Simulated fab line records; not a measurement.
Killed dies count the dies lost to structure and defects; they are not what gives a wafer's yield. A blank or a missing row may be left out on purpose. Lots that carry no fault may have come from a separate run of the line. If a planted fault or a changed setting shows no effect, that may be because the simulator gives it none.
Which tool was responsible? + flow n5 finfet + 8 lots with 21 wafers sampled at 6 steps, on a route of 1938 steps

## WHAT THE GAUGES SHOWED, per wafer
N5_BEOL_M14_CD_MEAS_17: target cd 250 nm. Usual: cd nm reads 251.5 nm (standard deviation 2.1).
| lot  | measured     | on        | cd nm (nm)        | flag |
|------|--------------|-----------|-------------------|------|
| L751 | day 12 14:56 | cd sem-02 | 249.9 250.2       |      |
| L755 | day 13 01:41 | cd sem-01 | 252.4 249.2 253.5 |      |
| L753 | day 13 08:58 | cd sem-01 | 252.8 254.9       |      |
| L756 | day 14 09:58 | cd sem-01 | 252.0 254.3 251.9 |      |
| L759 | day 15 02:44 | cd sem-01 | 247.8 247.5 248.3 |      |
| L761 | day 15 16:59 | cd sem-01 | 253.1 252.2 250.1 |      |
| L763 | day 16 04:20 | cd sem-03 | 249.3 251.2       |      |
| L772 | day 19 07:08 | cd sem-01 | 250.2 254.8 251.4 |      |

N5_BEOL_M14_CD_MEAS_28: target cd 284.4 nm. Usual: cd nm reads 284.3 nm (standard deviation 1.5).
| lot  | measured     | on        | cd nm (nm)        | flag |
|------|--------------|-----------|-------------------|------|
| L751 | day 12 15:23 | cd sem-02 | 281.6 282.3       |      |
| L755 | day 13 02:01 | cd sem-01 | 285.5 283.5 284.6 |      |
| L753 | day 13 09:17 | cd sem-01 | 285.9 283.1       |      |
| L756 | day 14 10:17 | cd sem-02 | 282.4 285.8 283.4 |      |
| L759 | day 15 03:11 | cd sem-02 | 285.9 286.4 283.3 |      |
| L761 | day 15 17:19 | cd sem-01 | 285.3 282.2 282.3 |      |
| L763 | day 16 04:40 | cd sem-01 | 302.1 283.6       | OFF  |
| L772 | day 19 07:28 | cd sem-02 | 282.6 283.6 283.5 |      |

N5_BEOL_M15_RC_MEAS_101. Usual: COMB_M10 1.5e-11 S/m, standard deviation 3.3e-12; COMB_M10_max_site 2.1e-11 S/m, standard deviation 5.2e-12; COMB_M11 1.54e-11 S/m, standard deviation 2.5e-12; COMB_M12 6.7e-12 S/m, standard deviation 1.2e-12; COMB_M13 5.5e-12 S/m, standard deviation 1e-12; COMB_M14 4.3e-12 S/m, standard deviation 9.1e-13; COMB_M15 3.2e-12 S/m, standard deviation 5.7e-13; COMB_M5 3.6e-11 S/m, standard deviation 7.6e-12; COMB_M6 2.6e-11 S/m, standard deviation 5.1e-12; COMB_M7 2.5e-11 S/m, standard deviation 4.4e-12; COMB_M8 2.5e-11 S/m, standard deviation 5.3e-12; COMB_M9 1.55e-11 S/m, standard deviation 2.8e-12; SERP_M10 3.05 ohm/um, standard deviation 0.084; SERP_M11 3.10 ohm/um, standard deviation 0.089; SERP_M12 0.634 ohm/um, standard deviation 0.018; SERP_M13 0.311 ohm/um, standard deviation 0.0068; SERP_M14 0.160 ohm/um, standard deviation 0.0047; SERP_M14_max_site 0.161 ohm/um, standard deviation 0.0048; SERP_M5 39.0 ohm/um, standard deviation 1.5; SERP_M5_max_site 40.5 ohm/um, standard deviation 1.7; SERP_M6 13.5 ohm/um, standard deviation 0.58; SERP_M7 13.9 ohm/um, standard deviation 0.62; SERP_M8 13.5 ohm/um, standard deviation 0.5; SERP_M9 3.04 ohm/um, standard deviation 0.091.
| lot  | measured     | on        | COMB_M10 (S/m)          | COMB_M10_max_site (S/m) | COMB_M11 (S/m)             | COMB_M12 (S/m)          | COMB_M13 (S/m)          | COMB_M14 (S/m)          | COMB_M15 (S/m)          | COMB_M5 (S/m)           | COMB_M6 (S/m)           | COMB_M7 (S/m)           | COMB_M8 (S/m)           | COMB_M9 (S/m)              | SERP_M10 (ohm/um) | SERP_M11 (ohm/um) | SERP_M12 (ohm/um) | SERP_M13 (ohm/um) | SERP_M14 (ohm/um) | SERP_M14_max_site (ohm/um) | SERP_M5 (ohm/um) | SERP_M5_max_site (ohm/um) | SERP_M6 (ohm/um) | SERP_M7 (ohm/um) | SERP_M8 (ohm/um) | SERP_M9 (ohm/um) | flag |
|------|--------------|-----------|-------------------------|-------------------------|----------------------------|-------------------------|-------------------------|-------------------------|-------------------------|-------------------------|-------------------------|-------------------------|-------------------------|----------------------------|-------------------|-------------------|-------------------|-------------------|-------------------|----------------------------|------------------|---------------------------|------------------|------------------|------------------|------------------|------|
| L751 | day 13 02:26 | prober-02 | 1.4e-11 1.4e-11         | 2.1e-11 1.6e-11         | 1.49e-11 2.02e-11          | 6.5e-12 6.2e-12         | 3.8e-12 4.9e-12         | 4.5e-12 3.5e-12         | 2.1e-12 2.3e-12         | 3.4e-11 3e-11           | 2.7e-11 3.3e-11         | 2.5e-11 2.5e-11         | 2.3e-11 1.8e-11         | 1.6e-11 1.73e-11           | 3.25 3.22         | 3.14 3.02         | 0.639 0.629       | 0.315 0.312       | 0.167 0.156       | 0.169 0.159                | 40.1 39.6        | 41.9 41.0                 | 13.0 13.4        | 13.9 14.8        | 13.1 13.9        | 3.01 3.04        |      |
| L755 | day 13 15:01 | prober-02 | 1.7e-11 1.9e-11 1.5e-11 | 2.4e-11 2.5e-11 1.9e-11 | 1.55e-11 1.28e-11 1.44e-11 | 6e-12 6.9e-12 1.09e-11  | 4.2e-12 3.8e-12 4.9e-12 | 3e-12 4e-12 4.9e-12     | 2.3e-12 2.5e-12 3.4e-12 | 3.7e-11 3.8e-11 2.8e-11 | 2.1e-11 2.5e-11 2.7e-11 | 2.5e-11 2.2e-11 3.1e-11 | 2.1e-11 2.6e-11 2.3e-11 | 1.44e-11 1.12e-11 1.72e-11 | 3.06 3.21 3.09    | 3.16 3.12 3.18    | 0.614 0.599 0.589 | 0.312 0.299 0.306 | 0.165 0.156 0.159 | 0.167 0.157 0.162          | 39.1 38.3 42.3   | 41.5 40.1 43.5            | 12.5 12.6 12.2   | 13.1 13.4 14.2   | 13.0 13.1 13.4   | 3.13 3.04 3.10   |      |
| L753 | day 13 18:03 | prober-01 | 1.3e-11 1.2e-11         | 2.1e-11 1.9e-11         | 1.21e-11 1.59e-11          | 7.8e-12 5.7e-12         | 6.2e-12 5.8e-12         | 3.6e-12 6.5e-12         | 2.7e-12 2.9e-12         | 6.4e-11 4.1e-11         | 2.5e-11 2.9e-11         | 3.5e-11 2.6e-11         | 2.4e-11 2.2e-11         | 1.31e-11 1.09e-11          | 3.09 3.10         | 3.17 3.18         | 0.643 0.643       | 0.305 0.316       | 0.155 0.170       | 0.156 0.172                | 39.0 39.5        | 40.6 40.6                 | 13.6 14.2        | 15.3 14.8        | 14.0 12.7        | 3.02 3.01        |      |
| L756 | day 14 18:55 | prober-01 | 2.1e-11 1.8e-11 2e-11   | 2.8e-11 2.4e-11 3.5e-11 | 1.52e-11 1.89e-11 1.67e-11 | 8.6e-12 6.7e-12 7.2e-12 | 4.8e-12 6.2e-12 5.4e-12 | 4e-12 3.6e-12 3.2e-12   | 4e-12 3.3e-12 4e-12     | 3.1e-11 3.9e-11 4.9e-11 | 2.1e-11 1.4e-11 2.3e-11 | 2.7e-11 2.9e-11 2.8e-11 | 3.3e-11 3.5e-11 3.2e-11 | 1.79e-11 1.59e-11 1.93e-11 | 3.12 2.99 3.04    | 3.09 3.05 3.05    | 0.627 0.650 0.622 | 0.322 0.303 0.308 | 0.157 0.156 0.158 | 0.158 0.157 0.160          | 40.4 38.0 39.4   | 41.9 40.2 40.7            | 13.7 14.0 14.1   | 14.2 14.3 13.3   | 12.6 13.1 13.5   | 3.26 3.09 3.27   |      |
| L759 | day 15 14:21 | prober-02 | 1.6e-11 1.9e-11 1.6e-11 | 1.8e-11 2.1e-11 2.3e-11 | 1.71e-11 1.88e-11 1.24e-11 | 7.9e-12 6e-12 5.9e-12   | 6e-12 5.8e-12 7.7e-12   | 6e-12 5.7e-12 3.8e-12   | 3.1e-12 3e-12 3.7e-12   | 4.5e-11 3.7e-11 3.3e-11 | 2.8e-11 1.9e-11 2.3e-11 | 2.3e-11 2.6e-11 3.2e-11 | 3e-11 2e-11 2e-11       | 2.37e-11 1.56e-11 1.86e-11 | 3.08 3.01 3.09    | 3.11 3.27 3.13    | 0.629 0.649 0.614 | 0.315 0.311 0.302 | 0.156 0.155 0.158 | 0.158 0.157 0.159          | 42.1 39.3 41.5   | 45.4 41.2 43.7            | 13.2 13.7 13.4   | 14.1 13.3 13.8   | 13.7 13.0 13.5   | 2.97 3.01 3.02   |      |
| L761 | day 16 03:48 | prober-01 | 2.2e-11 1.4e-11 1.4e-11 | 2.7e-11 2.3e-11 2e-11   | 1.67e-11 1.76e-11 1.39e-11 | 5.6e-12 5.4e-12 5.7e-12 | 6.7e-12 5.3e-12 7.2e-12 | 3.9e-12 4.2e-12 4.4e-12 | 3.3e-12 3e-12 4.6e-12   | 4.5e-11 3.2e-11 4.3e-11 | 1.8e-11 2.6e-11 2.2e-11 | 2.4e-11 2.3e-11 3.8e-11 | 2.4e-11 2.5e-11 2.4e-11 | 1.48e-11 1.53e-11 1.51e-11 | 2.91 3.02 3.03    | 3.10 3.13 3.20    | 0.638 0.630 0.628 | 0.304 0.315 0.317 | 0.165 0.158 0.168 | 0.167 0.159 0.170          | 39.8 36.4 41.5   | 40.3 37.6 43.0            | 13.5 13.2 13.8   | 13.4 13.4 13.1   | 12.8 13.6 13.7   | 3.06 3.02 3.04   |      |
| L763 | day 16 12:22 | prober-02 | 1.3e-11 1.6e-11         | 1.9e-11 2.6e-11         | 1.36e-11 1.27e-11          | 5.5e-12 5.3e-12         | 6.8e-12 4.2e-12         | 3.4e-12 3.1e-12         | 3.5e-12 2.9e-12         | 5.5e-11 3.1e-11         | 2.5e-11 3.7e-11         | 2.8e-11 2.2e-11         | 2.2e-11 1.9e-11         | 1.8e-11 2.11e-11           | 3.10 3.06         | 3.07 3.10         | 0.631 0.609       | 0.307 0.312       | 0.144 0.158       | 0.146 0.160                | 37.5 39.1        | 38.7 39.7                 | 14.0 13.7        | 13.0 13.4        | 13.8 14.9        | 2.99 2.97        |      |
| L772 | day 19 18:48 | prober-01 | 1.8e-11 1.5e-11 2e-11   | 2.6e-11 2e-11 2.5e-11   | 1.71e-11 1.48e-11 1.69e-11 | 7.9e-12 6.3e-12 6.5e-12 | 5.9e-12 6.8e-12 6.3e-12 | 3.7e-12 4.5e-12 6.2e-12 | 3e-12 4.7e-12 4.4e-12   | 4.2e-11 3.2e-11 2.6e-11 | 2.5e-11 2.5e-11 2.9e-11 | 2.6e-11 2.8e-11 2.6e-11 | 2.2e-11 3.2e-11 2.4e-11 | 1.44e-11 1.43e-11 2.11e-11 | 2.92 3.00 2.94    | 3.12 3.00 3.09    | 0.641 0.655 0.616 | 0.307 0.309 0.307 | 0.160 0.162 0.169 | 0.162 0.164 0.170          | 37.4 39.4 39.2   | 39.2 40.4 40.5            | 13.1 12.6 13.1   | 14.9 15.1 14.4   | 13.0 13.3 13.4   | 3.12 3.08 3.16   |      |

## WHICH TOOL RAN EACH LOT (tool, then ch and the chambers of the sampled wafers, then the start)
| lot  | N5_BEOL_M13_CMP_49            | N5_BEOL_M13_DEP_53              | N5_BEOL_M14_EXPOSE_25             |
|------|-------------------------------|---------------------------------|-----------------------------------|
| L751 | cmp-03 ch 2, day 12 13:26     | pecvd-02 ch 1, day 12 13:44     | krf scanner-01 ch 0, day 12 15:14 |
| L755 | cmp-01 ch 0,1,3, day 13 00:05 | pecvd-02 ch 0,1,2, day 13 00:20 | krf scanner-01 ch 0, day 13 01:50 |
| L753 | cmp-01 ch 2, day 13 07:28     | pecvd-03 ch 0,2, day 13 07:49   | krf scanner-01 ch 0, day 13 09:08 |
| L756 | cmp-04 ch 2,3, day 14 08:18   | pecvd-04 ch 0,1, day 14 08:39   | krf scanner-01 ch 0, day 14 10:07 |
| L759 | cmp-04 ch 0,2,3, day 15 01:21 | pecvd-04 ch 0,1,2, day 15 01:35 | krf scanner-01 ch 0, day 15 03:01 |
| L761 | cmp-01 ch 1,2,3, day 15 15:23 | pecvd-04 ch 0,1,2, day 15 15:44 | krf scanner-01 ch 0, day 15 17:08 |
| L763 | cmp-01 ch 2,3, day 16 02:50   | pecvd-04 ch 0,2, day 16 03:09   | krf scanner-01 ch 0, day 16 04:30 |
| L772 | cmp-03 ch 0,3, day 19 04:57   | pecvd-02 ch 0,2, day 19 05:16   | krf scanner-02 ch 0, day 19 07:18 |
- N5_BEOL_M13_CMP_49: polishes, stops on SiOC, t overpolish 17.1 s, target thk 420 nm.
- N5_BEOL_M13_DEP_53: deposits SiCN from 3MS/NH3, target thk 50 nm, time 17.8 s.
- N5_BEOL_M14_EXPOSE_25: exposes mask M14, target cd 280 nm.

## AS READ BY THE TOOLS THEMSELVES (means over the sampled wafers that have a number; for cases with no such wafer, the mark the record gives instead)
N5_BEOL_M13_CMP_49. Usual: barrier field endpoint s 30.6 s, standard deviation 0.81; clearing platen rpm 50.000 rpm, standard deviation 0.027; edge zone pressure frac 0.999, standard deviation 0.0051; motor current A 5.9 A, standard deviation 0.46; overpolish run s 17.100 s, standard deviation 0.0092; platen rpm 50.01 rpm, standard deviation 0.032.
| lot  | tool   | barrier field endpoint s (s) | clearing platen rpm (rpm) | edge zone pressure frac | motor current A (A) | overpolish run s (s) | platen rpm (rpm) | flag |
|------|--------|------------------------------|---------------------------|-------------------------|---------------------|----------------------|------------------|------|
| L751 | cmp-03 | 31.1                         | 50.007                    | 0.998                   | 6.2                 | 17.093               | 50.01            |      |
| L755 | cmp-01 | 29.6                         | 50.000                    | 1.003                   | 5.9                 | 17.102               | 50.01            |      |
| L753 | cmp-01 | 30.0                         | 49.981                    | 0.996                   | 6.8                 | 17.102               | 49.98            |      |
| L756 | cmp-04 | 29.9                         | 49.995                    | 1.004                   | 5.8                 | 17.107               | 50.01            |      |
| L759 | cmp-04 | 30.2                         | 49.990                    | 0.999                   | 5.8                 | 17.104               | 50.02            |      |
| L761 | cmp-01 | 30.6                         | 50.005                    | 0.995                   | 6.0                 | 17.098               | 50.01            |      |
| L763 | cmp-01 | 29.4                         | 50.007                    | 0.994                   | 6.2                 | 17.104               | 49.99            |      |
| L772 | cmp-03 | 31.1                         | 50.016                    | 1.002                   | 5.5                 | 17.111               | 50.03            |      |

N5_BEOL_M13_DEP_53. Usual: showerhead plenum p Torr 4.161 Torr, standard deviation 0.025; throttle valve pct 17.9 %, standard deviation 0.54.
| lot  | tool     | showerhead plenum p Torr (Torr) | throttle valve pct (%) | flag |
|------|----------|---------------------------------|------------------------|------|
| L751 | pecvd-02 | 4.161                           | 17.6                   |      |
| L755 | pecvd-02 | 4.162                           | 17.6                   |      |
| L753 | pecvd-03 | 4.123                           | 17.8                   |      |
| L756 | pecvd-04 | 4.189                           | 18.8                   |      |
| L759 | pecvd-04 | 4.180                           | 18.3                   |      |
| L761 | pecvd-04 | 4.176                           | 18.5                   |      |
| L763 | pecvd-04 | 4.186                           | 18.6                   |      |
| L772 | pecvd-02 | 4.174                           | 17.8                   |      |

N5_BEOL_M14_EXPOSE_25. Usual: stage vel mm s 499.96 mm/s, standard deviation 0.26.
| lot  | tool           | stage vel mm s (mm/s) | flag |
|------|----------------|-----------------------|------|
| L751 | krf scanner-01 | 500.04                |      |
| L755 | krf scanner-01 | 499.99                |      |
| L753 | krf scanner-01 | 499.76                |      |
| L756 | krf scanner-01 | 500.05                |      |
| L759 | krf scanner-01 | 499.87                |      |
| L761 | krf scanner-01 | 499.64                |      |
| L763 | krf scanner-01 | 500.13                |      |
| L772 | krf scanner-02 | 499.82                |      |

## THE ANSWER, worked out from the rows above alone
Rule: lot off if the mean of its wafers having a number is beyond 3 standard deviations from the usual mean. Also off: a lot with no number at a reading for which 4 or more lots have one. The other lots that the step has rows for count as sound. Order of review: gauges by route order, followed by the tools' own readings, for which a lot's mean as printed above is used. At the first step where some lot is off, the reading lying furthest off is the one used; lots without a number count as furthest.
Off at N5_BEOL_M14_CD_MEAS_28 (cd nm): L763.
If a tool, at a process step before that reading, ran all the lots that are off and no sound lot after the first of them, it fits. Those tools and the gauges at N5_BEOL_M14_CD_MEAS_28 are tried in the same way. Can't be told from this: 4 tools fit, cmp-01 at N5_BEOL_M13_CMP_49, pecvd-04 at N5_BEOL_M13_DEP_53, krf scanner-01 at N5_BEOL_M14_EXPOSE_25, cd sem-01 at N5_BEOL_M14_CD_MEAS_28.

## WHAT THE SIMULATOR PUT IN
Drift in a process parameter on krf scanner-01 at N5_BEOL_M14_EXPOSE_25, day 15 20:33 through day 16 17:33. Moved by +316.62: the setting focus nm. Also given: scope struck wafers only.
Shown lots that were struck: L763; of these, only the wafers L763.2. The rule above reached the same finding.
